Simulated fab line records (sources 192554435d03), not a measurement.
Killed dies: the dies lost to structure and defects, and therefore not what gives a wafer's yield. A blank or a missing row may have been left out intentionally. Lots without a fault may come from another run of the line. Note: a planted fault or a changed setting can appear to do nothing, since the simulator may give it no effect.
Lot-split experiment + flow n5Finfet + 7 lots, 21 wafers read, on a route of 1938 steps

THE SPLIT
At N5_DUMMY_GATE_COAT_28 (time 60 s, resist thk 10 nm), the setting spinRpm was moved away from the recipe's 1500 rpm on 5 of the 21 wafers read, by -4.6% to +10.0%. All remaining wafers had this setting at the recipe value.

Reading taken at the split's own step.

THE READING
underlayer_of_DUMMY_GATE_COAT_28.thkNm (the simulator's own value, which no gauge read), in nm, at N5_DUMMY_GATE_COAT_28 (time 60 s, resist thk 10 nm). No usual value for it is given in the file.

| wafer  | tool, chamber at the split | spinRpm as run, rpm | against the recipe | underlayer_of_DUMMY_GATE_COAT_28.thkNm, nm | against lot-mates on the recipe |
|--------|----------------------------|---------------------|--------------------|--------------------------------------------|---------------------------------|
| L074.4 | lithoTrack-03, 0           | 1500                | recipe             | 10                                         | -                               |
| L074.5 | lithoTrack-03, 0           | 1500                | recipe             | 10                                         | -                               |
| L074.6 | lithoTrack-03, 0           | 1500                | recipe             | 10                                         | -                               |
| L076.1 | lithoTrack-04, 0           | 1431                | -4.6%              | 10.2                                       | +0.2                            |
| L076.2 | lithoTrack-04, 0           | 1431                | -4.6%              | 10.2                                       | +0.2                            |
| L076.6 | lithoTrack-04, 0           | 1500                | recipe             | 10                                         | -                               |
| L080.1 | lithoTrack-04, 0           | 1500                | recipe             | 10                                         | -                               |
| L080.2 | lithoTrack-04, 0           | 1500                | recipe             | 10                                         | -                               |
| L080.5 | lithoTrack-04, 0           | 1500                | recipe             | 10                                         | -                               |
| L084.2 | lithoTrack-03, 0           | 1500                | recipe             | 10                                         | -                               |
| L084.3 | lithoTrack-03, 0           | 1500                | recipe             | 10                                         | -                               |
| L084.6 | lithoTrack-03, 0           | 1500                | recipe             | 10                                         | -                               |
| L088.1 | lithoTrack-05, 0           | 1500                | recipe             | 10                                         | -                               |
| L088.2 | lithoTrack-05, 0           | 1500                | recipe             | 10                                         | -                               |
| L088.5 | lithoTrack-05, 0           | 1500                | recipe             | 10                                         | -                               |
| L093.1 | lithoTrack-05, 0           | 1650                | +10.0%             | 9.6                                        | -0.4                            |
| L093.3 | lithoTrack-05, 0           | 1500                | recipe             | 10                                         | -                               |
| L093.6 | lithoTrack-05, 0           | 1500                | recipe             | 10                                         | -                               |
| L097.1 | lithoTrack-04, 0           | 1500                | recipe             | 10                                         | -                               |
| L097.2 | lithoTrack-04, 0           | 1600                | +6.7%              | 9.6                                        | -0.4                            |
| L097.6 | lithoTrack-04, 0           | 1600                | +6.7%              | 9.6                                        | -0.4                            |

FIT RESULTS
A straight line over all 21 wafers: underlayer_of_DUMMY_GATE_COAT_28.thkNm changes by -0.048 nm for each +1% of spinRpm; r = -0.98; the points scatter about the line by 0.032 nm.
The same after taking each lot's own level away (the mean of its wafers on the recipe; 21 wafers): -0.048 nm for each +1%; r = -0.98; scatter 0.032 nm.
On that fit, the largest move of spinRpm shifts the reading by 0.48 nm.
The lots' own levels span 10.00 to 10.00 nm.
The two slopes are in agreement: the lot-to-lot level therefore moves the slope only a little.
Check: -0.553 nm against its lot-mates is what the line predicts for one of the wafers moved furthest among these (+10.0%) when that wafer is left out of the fit. Against them it came out at -0.4 nm.

THE OTHER SPLITS THESE WAFERS WENT THROUGH
These wafers also went through other splits before the reading. Each is held against what the fit with the lots' levels taken away leaves over:
| other split on the same wafers | wafers away from the commonest value | r with underlayer_of_DUMMY_GATE_COAT_28.thkNm (lot level and that fit taken away) |
|--------------------------------|--------------------------------------|-----------------------------------------------------------------------------------|
| N5_FIN_SAQP_FIN_ETCH_36 icpW   | 6                                    | -0.23                                                                             |
| N5_FIN_CUT_COAT_19 spinRpm     | 9                                    | +0.23                                                                             |

FILE'S OWN FIT
underlayer_of_DUMMY_GATE_COAT_28.thkNm changes by -0.0458 nm for each +1% of spinRpm, r = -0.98.
